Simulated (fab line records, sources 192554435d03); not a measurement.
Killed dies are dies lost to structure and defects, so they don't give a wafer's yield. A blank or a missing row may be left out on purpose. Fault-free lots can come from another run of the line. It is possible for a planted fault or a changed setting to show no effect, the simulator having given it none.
fab line records	flow n5Finfet
record: lots: 7	wafers: 39
route steps=1938 shown WELL_APT@32 DUMMY_GATE@237 SD_EPI_P@307 HKMG_FIN@403
startH: the number of hours between the record's first day and the start of the first shown wafer of the lot	waitH: time in hours since the lot's previous step	" as in the row above	L1.1+2: several wafers, shown together as one row	- no value present, or no start provided	* or withheld: withheld	< > ~ a bound
route shown NAME@n: NAME is a module with steps in the file, n the number in the route of the first one	usual: mean/standard deviation taken from wafers without a fault	same: alike in all rows	chamber/n: place in a boat	sites: per-site readings	_std_site: standard deviation across them	_edge_site: outer sites' mean less inner sites'	radiusMm: for every site, how far away it sits from the centre of the wafer	mask NAME#n: copy n	behind: the last tool/chamber to shape the wafer	hold: reason for holding the lot/hours on hold/outcome of the hold	device: transistor that didn't switch, given as n, p or np	end of line: the same wafers' tests at the end of the route	a step given without rows: its recipe and nothing more	killed: the dies lost at the first sort to structure and to defects; this is not the yield of the wafer	map: the dies of a wafer, with x for killed, . for not killed, _ for no die there
set.NAME: the setting the step ran with; set.NAME@STEP: the setting that earlier step ran with	model.NAME: the simulator's own value behind a step, which no gauge read
lots where settings were altered on purpose, with a table for each step and a row for each wafer
== steps ==
step: N5_WELL_APT_IMPLANT_14
recipe: species: P	energyKev: 160	doseCm2: 1.5e+13	tiltDeg: 0	rotationDeg: 0
lot.wafer	tool	chamber	startH	waitH	set.energyKev	model.implant.rpNm	model.implant.drpNm
L075.3+5+6	implanter-02	0	20.08	0.1	160	196.1	65.9
L076.1+2+3+4+5+6	implanter-01	0	26.22	0.1	160	200.8	65.9
L088.1+2+4	implanter-02	0	98.06	0.1	160	206	65.9
L088.3+5+6	"	0	"	"	172.2	222.2	69.56
L091.1+2+3+4+5+6	implanter-02	0	116.08	0.1	160	196.8	65.9
L093.1+2+3+4+5+6	implanter-02	0	128.20	0.1	160	199.6	65.9
L094.1+2+5	implanter-01	0	134.44	0.1	160	203.5	65.9
L094.3+4+6	"	0	"	"	153.4	194.7	63.87
L095.1+2+4	implanter-01	0	140.04	0.1	160	208.4	65.9
L095.3+5+6	"	0	"	"	142.1	184.2	60.2
step: N5_DUMMY_GATE_ETCH_37
recipe: chemistry: N2/H2	target: SOC	targetDepthA: 600	overetchA: 300	tempC: 40	ionEnergyEv: 200	pressureMtorr: 30	sourceW: 840	biasW: 150	n2FlowSccm: 200	h2FlowSccm: 200
usual: rfVppV: 523.8/2.4
lot.wafer	tool	chamber	startH	waitH	set.sourceW	rfVppV	model.SiARC_of_DUMMY_GATE_COAT_35.thkNm
L075.3	rieDiel-01	2	51.49	0.0	840	526.2	5
L075.5	"	3	"	"	840	525.9	5
L075.6	"	0	"	"	840	524.2	5
L076.1	rieDiel-06	1	57.82	0.0	783.9	534.8	5.2
L076.2	"	3	"	"	840	520.1	5
L076.3	"	0	"	"	783.9	539.1	5.2
L076.4	"	2	"	"	840	524.4	5
L076.5	"	3	"	"	840	519.3	5
L076.6	"	2	"	"	783.9	537.8	5
L088.1	rieDiel-03	2	130.88	0.0	840	524.7	5
L088.2	"	1	"	"	975.4	500.6	4.6
L088.3	"	3	"	"	975.4	496.7	4.6
L088.4	"	2	"	"	840	523.7	5
L088.5	"	1	"	"	975.4	500.9	4.6
L088.6	"	3	"	"	840	521.2	5
L091.1	rieDiel-06	2	148.96	0.0	886.6	514.9	4.6
L091.2	"	1	"	"	886.6	514.5	4.8
L091.3	"	0	"	"	840	526.6	5
L091.4	"	3	"	"	840	519.9	5
L091.5	"	2	"	"	840	526.2	5
L091.6	"	1	"	"	886.6	512.7	4.8
L093.1	rieDiel-03	0	159.02	0.0	890.3	513.0	4.8
L093.2	"	3	"	"	890.3	511.5	4.8
L093.3	"	1	"	"	840	526.2	5
L093.4	"	2	"	"	840	526.1	5
L093.5	"	0	"	"	890.3	514.1	4.8
L093.6	"	3	"	"	840	521.8	5
L094.1	rieDiel-06	0	166.27	0.0	840	527.0	5
L094.2	"	1	"	"	840	521.9	5
L094.3	"	2	"	"	918.1	509.8	4.8
L094.4	"	3	"	"	840	520.1	5.2
L094.5	"	0	"	"	918.1	511.9	4.8
L094.6	"	3	"	"	918.1	505.5	4.8
L095.1	rieDiel-01	0	171.22	0.0	840	522.4	5
L095.2	"	1	"	"	840	519.1	5
L095.3	"	3	"	"	840	526.5	5
L095.4	"	2	"	"	840	524.7	5
L095.5	"	2	"	"	840	525.2	5
L095.6	"	3	"	"	840	526.0	5
step: N5_DUMMY_GATE_ETCH_42
recipe: chemistry: CHF3/O2	target: SiO2	targetDepthA: 35	timeS: 31	ionEnergyEv: 30	biasW: 12	pressureMtorr: 30	sourceW: 600	Ar_flow_sccm: 200	CHF3_flow_sccm: 50	O2_flow_sccm: 5
usual: rfVppV: 42.4/0.92
lot.wafer	tool	chamber	startH	waitH	set.biasW	rfVppV
L075.3	rieDiel-06	2	52.35	0.0	12	42.7
L075.5	"	3	"	"	12	40.0
L075.6	"	0	"	"	12	42.0
L076.1	rieDiel-06	0	58.76	0.0	10.29	38.9
L076.2	"	3	"	"	10.29	37.7
L076.3	"	2	"	"	12	42.1
L076.4	"	1	"	"	10.29	36.5
L076.5	"	3	"	"	12	41.9
L076.6	"	0	"	"	12	43.1
L088.1	rieDiel-01	3	131.66	0.0	13.82	46.9
L088.2	"	1	"	"	13.82	47.8
L088.3	"	2	"	"	13.82	48.3
L088.4	"	3	"	"	12	41.2
L088.5	"	1	"	"	12	42.8
L088.6	"	2	"	"	12	42.0
L091.1	rieDiel-01	1	149.96	0.0	10.23	37.1
L091.2	"	2	"	"	12	42.0
L091.3	"	3	"	"	10.23	37.8
L091.4	"	0	"	"	12	40.5
L091.5	"	0	"	"	12	42.3
L091.6	"	3	"	"	10.23	36.8
L093.1	rieDiel-03	0	159.98	0.2	12	44.0
L093.2	"	3	"	"	12	43.6
L093.3	"	2	"	"	10.7	40.9
L093.4	"	1	"	"	12	43.8
L093.5	"	1	"	"	10.7	37.3
L093.6	"	0	"	"	10.7	39.9
L094.1	rieDiel-01	2	167.15	0.0	12	42.7
L094.2	"	1	"	"	12	42.4
L094.3	"	3	"	"	12	42.7
L094.4	"	0	"	"	12	42.7
L094.5	"	1	"	"	12	43.3
L094.6	"	2	"	"	12	42.2
L095.1	rieDiel-01	3	171.99	0.0	12	42.6
L095.2	"	2	"	"	12	42.7
L095.3	"	0	"	"	12	41.9
L095.4	"	1	"	"	12	42.3
L095.5	"	2	"	"	12	41.7
L095.6	"	1	"	"	12	41.9
step: N5_SD_EPI_P_ETCH_36
recipe: chemistry: CF4	target: SiARC	targetDepthA: 455	maskMaterial: CAR-ArF-block	timeS: 75.8	ionEnergyEv: 80	pressureMtorr: 40	sourceW: 545	biasW: 36	Ar_flow_sccm: 100	cf4FlowSccm: 100	ends: cleared
usual: rfVppV: 184.0/1.1
lot.wafer	tool	chamber	startH	waitH	set.biasW	rfVppV
L075.3	rieDiel-01	3	64.33	0.0	36	184.2
L075.5	"	0	"	"	36	184.8
L075.6	"	1	"	"	36	181.9
L076.1	rieDiel-06	0	65.32	0.0	36	185.7
L076.2	"	3	"	"	36	181.2
L076.3	"	2	"	"	36	184.6
L076.4	"	1	"	"	36	183.5
L076.5	"	2	"	"	36	185.4
L076.6	"	1	"	"	36	184.6
L088.1	rieDiel-03	2	138.49	0.0	36	185.0
L088.2	"	1	"	"	34.03	178.7
L088.3	"	0	"	"	34.03	175.8
L088.4	"	3	"	"	36	183.7
L088.5	"	0	"	"	36	183.4
L088.6	"	3	"	"	34.03	178.4
L091.1	rieDiel-06	0	155.76	0.0	36	185.9
L091.2	"	3	"	"	36	182.2
L091.3	"	2	"	"	36	183.5
L091.4	"	1	"	"	36	185.4
L091.5	"	1	"	"	36	183.0
L091.6	"	0	"	"	36	185.4
L093.1	rieDiel-01	2	166.52	0.0	36	185.3
L093.2	"	1	"	"	31.77	169.3
L093.3	"	3	"	"	31.77	171.8
L093.4	"	0	"	"	36	184.2
L093.5	"	2	"	"	31.77	168.9
L093.6	"	1	"	"	36	183.9
L094.1	rieDiel-01	2	173.59	0.0	42.85	207.1
L094.2	"	3	"	"	36	185.1
L094.3	"	1	"	"	36	181.9
L094.4	"	0	"	"	42.85	205.6
L094.5	"	3	"	"	42.85	205.3
L094.6	"	2	"	"	36	185.0
L095.1	rieDiel-06	3	180.49	0.0	33.91	175.7
L095.2	"	2	"	"	33.91	177.8
L095.3	"	0	"	"	33.91	177.7
L095.4	"	1	"	"	36	182.3
L095.5	"	2	"	"	36	183.1
L095.6	"	3	"	"	36	182.8
step: N5_HKMG_FIN_ETCH_55
recipe: chemistry: N2/H2	target: SOC	targetDepthA: 2400	tempC: 40	timeS: 300	ionEnergyEv: 200	maskMaterial: SiARC	pressureMtorr: 30	sourceW: 840	biasW: 150	n2FlowSccm: 200	h2FlowSccm: 200
usual: rfVppV: 524.1/2.8
lot.wafer	tool	chamber	startH	waitH	set.biasW	rfVppV	model.etch.depthNm	model.HKMG_FIN.featureDepthNm	model.SiARC_of_HKMG_FIN_COAT_42.thkNm
L075.3	rieDiel-05	0	82.61	0.0	150	525.1	235.8	235.8	21.4
L075.5	"	0	"	"	150	526.2	239.3	239.2	21.2
L075.6	"	1	"	"	150	520.8	235.9	235.8	21.6
L076.1	rieDiel-04	2	83.56	0.0	150	523.2	240	240	21.4
L076.2	"	1	"	"	150	522.1	240.9	240.8	21.2
L076.3	"	0	"	"	150	519.8	237.9	238	21.2
L076.4	"	2	"	"	150	524.2	240.7	240.8	21.2
L076.5	"	0	"	"	150	518.5	237.2	237.2	21.4
L076.6	"	1	"	"	150	523.3	242.7	242.6	21
L088.1	rieDiel-02	3	155.99	0.0	150	521.0	235.9	236	21.2
L088.2	"	2	"	"	150	527.7	242.9	242.8	20.8
L088.3	"	1	"	"	128.1	475.3	219.3	219.4	23.8
L088.4	"	1	"	"	150	526.1	242.4	242.4	21
L088.5	"	2	"	"	128.1	475.8	222.6	222.6	23.6
L088.6	"	3	"	"	128.1	471.0	214.3	214.4	24
L091.1	rieDiel-04	3	172.62	0.0	150	524.7	240.7	240.8	21
L091.2	"	1	"	"	142.6	506.1	237	237	22
L091.3	"	2	"	"	142.6	507.4	232.8	232.8	22.2
L091.4	"	2	"	"	142.6	506.8	232.7	232.8	22.2
L091.5	"	1	"	"	150	522.8	241.5	241.6	21
L091.6	"	3	"	"	150	525.4	238.3	238.2	21.2
L093.1	rieDiel-04	1	184.52	0.0	150	520.6	238.9	239	21
L093.2	"	0	"	"	171.5	574.6	262.7	262.6	18.2
L093.3	"	3	"	"	150	526.2	236.4	236.4	21.4
L093.4	"	2	"	"	171.5	568.9	253	253	18.8
L093.5	"	3	"	"	150	525.0	234.9	235	21.2
L093.6	"	2	"	"	171.5	570.2	254.9	255	18.8
L094.1	rieDiel-04	2	191.46	0.0	150	521.7	235.6	235.6	21.6
L094.2	"	3	"	"	137.2	495.6	225.4	225.4	23
L094.3	"	0	"	"	137.2	501.3	234.7	234.8	22.2
L094.4	"	1	"	"	150	522.5	240.5	240.6	21
L094.5	"	0	"	"	137.2	499.1	236.2	236.2	22
L094.6	"	3	"	"	150	525.9	236.2	236.2	21.4
L095.1	rieDiel-04	2	198.94	0.0	150	523.8	235.9	236	21.4
L095.2	"	1	"	"	138.8	497.6	232.3	232.4	22.4
L095.3	"	0	"	"	138.8	503.3	236.1	236.2	22.2
L095.4	"	3	"	"	150	526.0	238.2	238.2	21.2
L095.5	"	3	"	"	150	524.8	238.7	238.8	21.4
L095.6	"	2	"	"	138.8	498.7	228.4	228.4	22.8
== key ==
split: step: N5_WELL_APT_IMPLANT_14	setting: energyKev	stated: 160	by: wafer
response: step: N5_WELL_APT_IMPLANT_14	reading: model.implant.rpNm	change: +2.15	per: 1%	r: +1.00
response: step: N5_WELL_APT_IMPLANT_14	reading: model.implant.drpNm	change: +0.5	per: 1%	r: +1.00
split: step: N5_DUMMY_GATE_ETCH_37	setting: sourceW	stated: 840	by: wafer
response: step: N5_DUMMY_GATE_ETCH_37	reading: rfVppV	change: -1.63	per: 1%	r: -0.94
response: step: N5_DUMMY_GATE_ETCH_37	reading: model.SiARC_of_DUMMY_GATE_COAT_35.thkNm	change: -0.0273	per: 1%	r: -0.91
split: step: N5_DUMMY_GATE_ETCH_42	setting: biasW	stated: 12	by: wafer
response: step: N5_DUMMY_GATE_ETCH_42	reading: rfVppV	change: +0.344	per: 1%	r: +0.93
split: step: N5_SD_EPI_P_ETCH_36	setting: biasW	stated: 36	by: wafer
response: step: N5_SD_EPI_P_ETCH_36	reading: rfVppV	change: +1.16	per: 1%	r: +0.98
split: step: N5_HKMG_FIN_ETCH_55	setting: biasW	stated: 150	by: wafer
response: step: N5_HKMG_FIN_ETCH_55	reading: rfVppV	change: +3.33	per: 1%	r: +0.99
response: step: N5_HKMG_FIN_ETCH_55	reading: model.etch.depthNm	change: +1.26	per: 1%	r: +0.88
response: step: N5_HKMG_FIN_ETCH_55	reading: model.HKMG_FIN.featureDepthNm	change: +1.26	per: 1%	r: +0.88
response: step: N5_HKMG_FIN_ETCH_55	reading: model.SiARC_of_HKMG_FIN_COAT_42.thkNm	change: -0.177	per: 1%	r: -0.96
